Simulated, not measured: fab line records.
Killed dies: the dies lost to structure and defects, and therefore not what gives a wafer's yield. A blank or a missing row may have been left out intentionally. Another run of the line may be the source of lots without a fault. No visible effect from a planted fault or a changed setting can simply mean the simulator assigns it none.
fab line records	flow n5_finfet
record: lots: 10	wafers: 28	last_day: 17
route steps=1938 shown FIN_SAQP@128 BEOL_M4@1111 PASSIVATION@1936
lots that met no fault: taken from a fault-free run of the same line
start_h: start of the lot's first displayed wafer, in hours after the record's first day	wait_h: time in hours since the lot's previous step	" the same as in the row above	L1.1+2: a single row standing in for several wafers	- no value, or no start was given	* or withheld: withheld	< > ~ a bound
route shown NAME@n: names a module that has steps shown in the file, with the first one's number in the route	usual: mean and standard deviation over wafers with no fault	same: alike in all rows	chamber/n: place in a boat	sites: readings site by site	_std_site: how widely they spread, as a standard deviation	_edge_site: mean of outer sites minus mean of inner sites	radius_mm: for every site, how far away it sits from the centre of the wafer	mask NAME#n: copy n	behind: the last tool/chamber to shape the wafer	hold: why the lot was held/for how many hours/how that ended	device: whichever transistor did not switch (one of n, p or np)	end of line: tests run on the same wafers once the route is complete	a step given without rows: its recipe and nothing more	killed: not the wafer's yield, but the dies lost to structure and defects at the first sort	map: a wafer's dies, marking killed ones x, the rest . and places with no die _
set.NAME: the setting that was run; set.NAME@STEP: the one run at that earlier step	model.NAME: the simulator's own value behind a step, which no gauge read
a sample of lots followed through the steps of the route, with each step as a table and each wafer as a row
services: from which hour (start_h, from the record's first day; less than 0 if before it) a tool's chamber was out of use, for how many hours, and why
== steps ==
step: N5_FIN_SAQP_CD_MEAS_27
recipe: target_cd_nm: 20	landing_energy_ev: 1000	detector: se_inlens	polarity: line
usual: cd_nm: 20.37/0.25
lot.wafer	tool	chamber	start_h	wait_h	cd_nm
L216.2	cd_sem-03	0	42.92	0.1	20.37
L216.5	"	0	"	"	20.28
L216.6	"	0	"	"	20.50
L218.3	cd_sem-02	0	54.04	0.1	20.45
L218.5	"	0	"	"	20.40
L218.6	"	0	"	"	20.41
L226.3	cd_sem-02	0	103.12	0.1	20.64
L226.5	"	0	"	"	20.54
L228.1	cd_sem-03	0	118.14	0.1	20.20
L228.4	"	0	"	"	20.35
L228.6	"	0	"	"	20.18
L230.1	cd_sem-02	0	125.71	0.1	20.16
L230.3	"	0	"	"	20.42
L230.4	"	0	"	"	20.11
L231.2	cd_sem-01	0	132.35	0.1	20.18
L231.4	"	0	"	"	20.13
L231.6	"	0	"	"	20.35
L232.1	cd_sem-01	0	138.38	0.1	19.81
L232.5	"	0	"	"	20.16
L232.6	"	0	"	"	20.16
L233.2	cd_sem-02	0	144.19	0.1	20.30
L233.3	"	0	"	"	20.72
L233.5	"	0	"	"	20.32
L234.2	cd_sem-03	0	150.25	0.1	20.61
L234.4	"	0	"	"	20.10
L236.2	cd_sem-01	0	161.76	0.1	20.56
L236.3	"	0	"	"	20.05
L236.6	"	0	"	"	20.20
step: N5_FIN_SAQP_STRIP_70
recipe: chemistry: N2/H2	power_w: 500	temp_c: 40	pressure_mtorr: 50	rf_frequency_hz: 6e+07	overash_fraction: 0.3	bias_power_w: 28	h2_frac: 0.5	n2_flow_sccm: 300	h2_flow_sccm: 300
usual: drypump_motor_current_A: 5.6/0.38	oes_product_au: 0.77/0.08	rf_vpp_V: 122.0/0.96	showerhead_plenum_p_Torr: 3.39/0.1	throttle_valve_pct: 19.02/0.17
lot.wafer	tool	chamber	start_h	wait_h	drypump_motor_current_A	oes_product_au	rf_hours_counter_h	rf_vpp_V	showerhead_plenum_p_Torr	throttle_valve_pct
L216.2	rie_diel-02	2	43.75	0.0	5.0	0.76	148	121.2	3.35	19.03
L216.5	"	1	"	"	5.5	0.76	-	121.2	3.50	18.96
L216.6	"	2	"	"	5.0	0.75	-	121.5	3.35	19.04
L218.3	rie_diel-02	2	54.85	0.0	5.0	0.76	152	120.9	3.35	19.02
L218.5	"	3	"	"	5.8	0.91	-	123.9	3.56	18.81
L218.6	"	2	"	"	5.0	0.75	-	120.7	3.35	19.05
L226.3	rie_diel-02	0	104.03	0.0	5.3	0.94	15	121.7	3.44	18.97
L226.5	"	2	"	"	5.0	0.75	-	119.8	3.34	19.07
L228.1	rie_diel-02	0	119.35	0.0	5.3	0.94	21	121.1	3.43	18.99
L228.4	"	2	"	"	5.0	0.74	178	121.8	3.33	19.07
L228.6	"	0	"	"	5.3	0.92	-	121.3	3.43	19.00
L230.1	rie_diel-06	3	126.54	0.0	5.9	0.69	226	122.5	3.32	19.20
L230.3	"	0	"	"	5.9	0.66	255	122.2	3.41	19.08
L230.4	"	3	"	"	5.9	0.70	-	120.9	3.32	19.21
L231.2	rie_diel-02	3	133.17	0.0	5.8	0.86	39	122.4	3.55	18.85
L231.4	"	1	"	"	5.6	0.73	189	122.0	3.48	19.05
L231.6	"	1	"	"	5.6	0.73	-	122.5	3.48	19.02
L232.1	rie_diel-06	2	139.20	0.0	5.3	0.73	193	121.3	3.20	19.18
L232.5	"	0	"	"	6.0	0.65	-	121.3	3.41	19.10
L232.6	"	3	"	"	5.9	0.70	-	121.5	3.32	19.21
L233.2	rie_diel-02	0	145.06	0.0	5.3	0.90	30	122.1	3.43	19.03
L233.3	"	2	"	"	5.0	0.73	188	122.6	3.33	19.11
L233.5	"	1	"	"	5.6	0.72	-	122.3	3.48	19.05
L234.2	rie_diel-02	3	151.06	0.0	5.8	0.85	44	122.7	3.54	18.86
L234.4	"	2	"	"	5.0	0.73	189	121.5	3.33	19.07
L236.2	rie_diel-06	3	162.58	0.0	5.9	0.68	242	122.4	3.31	19.22
L236.3	"	0	"	"	6.0	0.66	271	122.0	3.41	19.12
L236.6	"	3	"	"	5.9	0.69	-	120.6	3.31	19.22
step: N5_FIN_SAQP_STRIP_77
recipe: chemistry: N2/H2	time_s: 90	power_w: 100	temp_c: 40	pressure_mtorr: 100	rf_frequency_hz: 6e+07	bias_power_w: 3	n2_flow_sccm: 300	h2_flow_sccm: 300
usual: drypump_motor_current_A: 5.6/0.39	oes_product_au: 0.77/0.087	rf_vpp_V: 45.4/0.84	showerhead_plenum_p_Torr: 3.40/0.1	throttle_valve_pct: 12.35/0.23
lot.wafer	tool	chamber	start_h	wait_h	drypump_motor_current_A	oes_product_au	rf_hours_counter_h	rf_vpp_V	showerhead_plenum_p_Torr	throttle_valve_pct
L216.2	rie_diel-02	2	44.61	0.0	5.0	0.75	148	44.6	3.37	12.24
L216.5	"	0	"	"	5.3	0.66	-	44.9	3.46	12.74
L216.6	"	1	"	"	5.5	0.76	-	45.5	3.52	12.41
L218.3	rie_diel-06	1	55.96	0.0	6.1	0.71	225	43.6	3.46	12.48
L218.5	"	0	"	"	6.0	0.69	-	46.4	3.45	12.37
L218.6	"	1	"	"	6.1	0.70	-	44.6	3.46	12.49
L226.3	rie_diel-02	2	104.90	0.0	5.0	0.74	172	45.6	3.35	12.30
L226.5	"	2	"	"	5.0	0.75	-	47.2	3.35	12.32
L228.1	rie_diel-06	2	120.30	0.0	5.3	0.73	186	46.6	3.22	12.47
L228.4	"	3	"	"	5.9	0.70	-	45.6	3.34	12.76
L228.6	"	0	"	"	5.9	0.66	-	46.0	3.43	12.44
L230.1	rie_diel-02	3	127.78	0.0	5.8	0.86	37	45.8	3.56	12.00
L230.3	"	1	"	"	5.5	0.72	188	45.5	3.50	12.50
L230.4	"	0	"	"	5.3	0.93	24	45.1	3.45	12.18
L231.2	rie_diel-02	0	134.17	0.0	5.3	0.91	26	44.7	3.45	12.18
L231.4	"	1	"	"	5.5	0.73	190	44.8	3.50	12.50
L231.6	"	1	"	"	5.5	0.73	-	46.0	3.50	12.48
L232.1	rie_diel-06	3	140.24	0.0	5.9	0.70	232	46.0	3.33	12.77
L232.5	"	0	"	"	6.0	0.66	-	44.2	3.43	12.46
L232.6	"	3	"	"	5.9	0.70	-	44.3	3.33	12.77
L233.2	rie_diel-06	2	145.99	0.0	5.3	0.72	197	44.6	3.22	12.47
L233.3	"	0	"	"	5.9	0.65	264	45.9	3.43	12.47
L233.5	"	0	"	"	6.0	0.66	-	46.4	3.43	12.47
L234.2	rie_diel-06	3	151.93	0.0	6.0	0.69	237	44.3	3.33	12.78
L234.4	"	0	"	"	6.0	0.66	-	44.8	3.43	12.48
L236.2	rie_diel-04	2	163.45	0.0	6.4	0.74	179	44.9	3.24	12.26
L236.3	"	0	"	"	6.1	0.79	103	46.0	3.25	12.05
L236.6	"	1	"	"	5.4	0.88	-	44.7	3.42	12.18
step: N5_FIN_SAQP_FIN_ETCH_36
recipe: chemistry: HBr/Cl2/O2	target_depth_a: 1200	mask_material: SiNx	time_s: 50.4	bias_w: 102	pressure_mtorr: 10	icp_w: 800	HBr_flow_sccm: 150	Cl2_flow_sccm: 80	O2_flow_sccm: 12
usual: bias_w: 102.0/0.32	drypump_motor_current_A: 6.0/0.47	oes_o_777_au: 1.02/0.063	oes_product_au: 1.010/0.018	throttle_valve_pct: 36.09/0.28
lot.wafer	tool	chamber	start_h	wait_h	bias_w	drypump_motor_current_A	oes_o_777_au	oes_product_au	rf_hours_counter_h	throttle_valve_pct
L216.2	rie_si-05	0	44.81	0.0	82.6	5.8	1.07	0.966	63	36.46
L216.5	"	2	"	"	82.6	6.4	1.03	0.996	-	35.98
L216.6	"	1	"	"	82.5	5.4	1.11	0.990	-	36.52
L218.3	rie_si-05	1	56.15	0.0	82.4	5.4	1.10	1.005	17	36.47
L218.5	"	3	"	"	82.0	5.7	0.95	0.967	-	35.90
L218.6	"	2	"	"	81.8	6.4	1.03	0.999	-	35.97
L226.3	rie_si-04	2	105.10	0.0	102.2	6.0	0.96	0.989	150	36.14
L226.5	"	3	"	"	102.1	5.8	1.01	1.001	-	36.08
L228.1	rie_si-03	0	120.50	0.0	101.8	5.6	1.08	1.017	178	35.76
L228.4	"	1	"	"	102.3	6.7	1.09	1.030	43	36.22
L228.6	"	1	"	"	101.7	6.7	1.09	1.028	-	36.24
L230.1	rie_si-03	0	127.97	0.0	102.5	5.5	1.07	1.017	178	35.77
L230.3	"	2	"	"	101.7	5.6	1.03	1.007	126	35.70
L230.4	"	3	"	"	102.2	6.3	0.92	0.999	167	36.43
L231.2	rie_si-05	2	134.36	0.0	101.9	6.4	1.04	1.025	26	35.92
L231.4	"	3	"	"	101.8	5.7	0.95	0.997	71	35.83
L231.6	"	0	"	"	102.2	5.8	1.06	1.004	-	36.40
L232.1	rie_si-03	0	140.44	0.0	102.0	5.6	1.08	1.030	178	35.72
L232.5	"	3	"	"	101.9	6.3	0.92	0.991	-	36.43
L232.6	"	2	"	"	102.0	5.6	1.02	1.020	-	35.68
L233.2	rie_si-05	3	146.18	0.0	102.2	5.7	0.95	1.004	71	35.85
L233.3	"	2	"	"	101.1	6.4	1.03	1.022	27	35.93
L233.5	"	1	"	"	102.4	5.4	1.11	1.029	-	36.44
L234.2	rie_si-05	3	152.13	0.0	101.9	5.7	0.95	0.996	71	35.84
L234.4	"	0	"	"	102.6	5.8	1.06	1.001	65	36.42
L236.2	rie_si-03	1	163.64	0.0	101.8	6.7	1.09	1.038	44	36.20
L236.3	"	0	"	"	101.8	5.5	1.08	1.023	179	35.76
L236.6	"	2	"	"	101.5	5.6	1.02	0.999	-	35.71
step: N5_FIN_SAQP_OCD_MEAS_76
usual: trench_depth_nm: 120.1/1.8
lot.wafer	tool	chamber	start_h	wait_h	trench_depth_nm
L216.2	ocd-02	-	45.03	0.0	114.7
L216.5	"	-	"	"	113.8
L216.6	"	-	"	"	115.5
L218.3	ocd-01	-	56.37	0.0	117.4
L218.5	"	-	"	"	113.6
L218.6	"	-	"	"	115.8
L226.3	ocd-02	-	105.32	0.0	116.0
L226.5	"	-	"	"	121.2
L228.1	ocd-02	-	120.72	0.0	119.0
L228.4	"	-	"	"	121.4
L228.6	"	-	"	"	119.7
L230.1	ocd-01	-	128.19	0.0	120.0
L230.3	"	-	"	"	120.9
L230.4	"	-	"	"	119.3
L231.2	ocd-01	-	134.61	0.0	119.7
L231.4	"	-	"	"	118.2
L231.6	"	-	"	"	120.2
L232.1	ocd-02	-	140.66	0.0	121.2
L232.5	"	-	"	"	119.3
L232.6	"	-	"	"	122.3
L233.2	ocd-02	-	146.40	0.0	118.2
L233.3	"	-	"	"	120.0
L233.5	"	-	"	"	122.0
L234.2	ocd-02	-	152.35	0.0	117.9
L234.4	"	-	"	"	118.9
L236.2	ocd-02	-	163.86	0.0	122.1
L236.3	"	-	"	"	120.9
L236.6	"	-	"	"	121.1
step: N5_BEOL_M4_RC_MEAS_101
usual: DIBL_N: 36.3/1.6	DIBL_P: 36.2/2.1	IOFF_N: 0.16/0.031	IOFF_P: 0.21/0.034	ION_N: 673/11	ION_P: 461/7.4	SS_N: 71.6/0.55	SS_P: 73.3/0.66	VT_N: 251/3.2	VT_P: -251/3.5
lot.wafer	tool	chamber	start_h	wait_h	DIBL_N[mV/V]	DIBL_P[mV/V]	IOFF_N[nA/um]	IOFF_P[nA/um]	ION_N[uA/um]	ION_P[uA/um]	SS_N[mV/dec]	SS_P[mV/dec]	VT_N[mV]	VT_P[mV]
L216.2	prober-01	0	180.04	0.2	37.1	37.1	0.18	0.21	673	458	72.1	74.2	248	-250
L216.5	"	0	"	"	34.0	33.1	0.12	0.16	648	447	71.8	72.7	254	-255
L216.6	"	0	"	"	35.2	35.2	0.15	0.18	679	456	72.0	73.1	250	-254
L218.3	prober-01	0	188.45	0.3	34.0	34.1	0.12	0.20	665	465	70.5	73.1	253	-249
L218.5	"	0	"	"	35.5	35.7	0.15	0.21	666	461	70.8	73.2	251	-247
L218.6	"	0	"	"	32.7	32.4	0.11	0.18	669	468	70.6	72.9	256	-252
L226.3	prober-01	0	236.62	0.3	38.2	37.3	0.17	0.19	673	450	72.4	73.8	249	-257
L226.5	"	0	"	"	35.9	35.5	0.14	0.17	669	451	70.9	72.5	252	-256
L230.1	prober-02	0	253.81	0.0	36.2	33.6	0.13	0.19	663	451	71.1	72.5	253	-255
L230.3	"	0	"	"	38.6	36.5	0.18	0.23	679	464	71.7	73.8	252	-248
L230.4	"	0	"	"	35.8	33.4	0.13	0.19	653	456	71.4	73.3	253	-254
L228.1	prober-02	0	256.65	0.0	36.4	34.9	0.15	0.19	674	457	71.6	72.7	248	-251
L228.4	"	0	"	"	34.2	32.6	0.12	0.16	643	451	71.2	71.4	255	-251
L228.6	"	0	"	"	34.8	34.5	0.14	0.19	660	459	70.7	73.0	253	-252
L231.2	prober-01	0	261.83	0.2	37.7	38.2	0.18	0.22	687	465	71.7	73.5	249	-252
L231.4	"	0	"	"	37.0	36.0	0.15	0.20	668	461	72.2	73.6	250	-255
L231.6	"	0	"	"	38.1	37.4	0.19	0.23	676	464	72.0	73.1	250	-248
L232.1	prober-01	0	268.94	0.0	36.5	37.0	0.16	0.20	669	462	72.3	73.6	251	-249
L232.5	"	0	"	"	36.2	36.8	0.15	0.20	665	460	71.2	73.7	251	-251
L232.6	"	0	"	"	35.5	34.7	0.13	0.17	661	452	71.5	73.0	256	-253
L233.2	prober-01	0	273.49	0.2	36.9	37.1	0.16	0.18	670	454	71.6	73.1	251	-258
L233.3	"	0	"	"	33.8	33.7	0.11	0.13	662	446	70.9	72.7	256	-262
L233.5	"	0	"	"	36.6	37.1	0.16	0.17	682	459	71.5	73.2	249	-258
L234.2	prober-01	0	281.13	0.2	36.8	35.2	0.15	0.19	667	454	71.3	73.0	253	-254
L234.4	"	0	"	"	38.1	37.4	0.17	0.21	689	464	71.6	74.0	246	-253
L236.2	prober-01	0	298.01	0.2	37.9	38.5	0.19	0.23	687	466	71.7	74.6	248	-249
L236.3	"	0	"	"	39.1	41.1	0.23	0.28	697	472	73.3	74.0	245	-248
L236.6	"	0	"	"	39.1	41.7	0.25	0.29	708	478	72.5	74.3	243	-248
step: N5_PASSIVATION_PROBE_49
usual: defect_limited_yield: 91.5/1.5	killed_at_M0_to_M3: 32/9.4	killed_at_M4_up: 12/5.1	killed_at_contacts: 11/7.4	killed_at_front_end: 41/11	killed_at_other: 3.4/2.5	killed_dies: 100/17	killed_open: 65/14	killed_short: 33/7	sort_bin_5_function: 4.9/0.96	sort_bin_6_memory: 3.1/0.7	sort_bin_8_speed: 0.00/0.01	sort_n_pass: 1080/17	sort_yield_pct: 91.5/1.5
same: gross_dies: 1180	killed_at_back_side: 0	sort_bin_4_leakage[%]: 0
lot.wafer	tool	chamber	start_h	wait_h	defect_limited_yield[%]	killed_at_M0_to_M3	killed_at_M4_up	killed_at_contacts	killed_at_front_end	killed_at_other	killed_dies	killed_open	killed_short	sort_bin_5_function[%]	sort_bin_6_memory[%]	sort_bin_8_speed[%]	sort_n_pass	sort_yield_pct[%]
L226.3	prober-01	-	326.49	0.1	90.1	40	2	11	61	3	117	78	30	5.6	2.9	0	1063	90.1
L226.5	prober-01	-	326.59	0.2	91.0	28	9	5	60	4	106	75	31	4.7	3.9	0	1074	91.0
L231.4	prober-01	-	351.95	0.2	90.4	33	11	19	49	1	113	68	37	4.8	3.6	0	1067	90.4
L231.6	prober-01	-	352.05	0.3	91.1	32	7	16	46	4	105	66	35	5.0	3.1	0	1075	91.1
killed by level:class
L226.3 FIN_SAQP:geometric_particle:open=17 BEOL_M2:geometric_particle:open=12 STI_FIN_REVEAL:geometric_particle:open=9 MOL_CONTACT_COAG:geometric_particle:open=9 HKMG_FIN:area_etch=9 BEOL_M3:geometric_particle:open=8 FIN_SAQP:geometric_particle:short=7 DUMMY_GATE:geometric_particle:open=7
L226.5 FIN_SAQP:geometric_particle:open=19 STI_FIN_REVEAL:geometric_particle:open=17 FIN_SAQP:geometric_particle:short=11 BEOL_M0_SAQP:geometric_particle:open=9 BEOL_M3:geometric_particle:open=6 STI_FIN_REVEAL:geometric_particle:short=5 BEOL_M0_SAQP:geometric_particle:short=5 BEOL_M4:geometric_particle:open=5
L231.4 MOL_CONTACT_COAG:geometric_particle:open=14 FIN_SAQP:geometric_particle:short=11 BEOL_M2:geometric_particle:open=8 HKMG_FIN:area_etch=8 STI_FIN_REVEAL:geometric_particle:open=7 BEOL_M3:geometric_particle:open=7 MOL_CONTACT_COAG:geometric_particle:short=5 BEOL_M0_SAQP:geometric_particle:short=5
L231.6 STI_FIN_REVEAL:geometric_particle:open=20 MOL_CONTACT_COAG:geometric_particle:open=11 BEOL_M0_SAQP:geometric_particle:short=10 BEOL_M0_SAQP:geometric_particle:open=8 GATE_CUT:geometric_particle:short=5 MOL_CONTACT_COAG:geometric_particle:short=5 BEOL_M3:geometric_particle:open=5 FIN_SAQP:geometric_particle:open=3
== services ==
tool	chamber	start_h	hours	kind
rie_si-05	-	26.19	0.8	repair
rie_diel-02	3	29.92	4.2	repair
rie_si-04	-	33.80	2.8	pm
rie_diel-04	0	35.51	9.4	repair
rie_diel-02	0	45.96	-	clean
rie_diel-02	0	45.96	-	consumable_replace:focus_ring
rie_diel-02	0	45.96	15.2	scheduled_down
rie_diel-02	0	45.96	15.2	vent_cycle
rie_diel-02	3	55.90	7.6	repair
rie_si-04	-	73.32	0.3	repair
rie_diel-02	0	75.70	2.6	repair
rie_diel-06	2	87.77	25.7	repair
rie_diel-06	1	88.98	2.9	repair
rie_diel-02	3	89.46	1.7	repair
rie_si-05	2	92.68	9.2	repair
rie_si-04	-	92.84	0.1	repair
rie_diel-06	1	102.88	93.9	repair
rie_diel-04	3	109.30	9.0	repair
rie_si-04	-	109.53	27.0	repair
rie_si-05	-	148.84	0.3	repair
rie_diel-02	1	162.23	15.8	repair
== key ==
first_sign: step: N5_FIN_SAQP_FIN_ETCH_36	reading: bias_w	direction: down	sigmas: 62	usual: *	struck: *
effect: step: N5_FIN_SAQP_OCD_MEAS_76	reading: trench_depth_nm	direction: down	sigmas: 2.8	usual: 120.1	struck: 115.1
met_at N5_FIN_SAQP_FIN_ETCH_36
struck_lots L216,L218
not_acting_at N5_FIN_SAQP_CD_MEAS_27,N5_FIN_SAQP_STRIP_70,N5_FIN_SAQP_STRIP_77
fault: kind: process_parameter_drift	tool: rie_si-05	chamber: -	onset_h: 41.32	steps: N5_FIN_SAQP_FIN_ETCH_36	channel: bias_w	offset: *	shape: step	end_h: 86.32	acts_in: *	stated: *
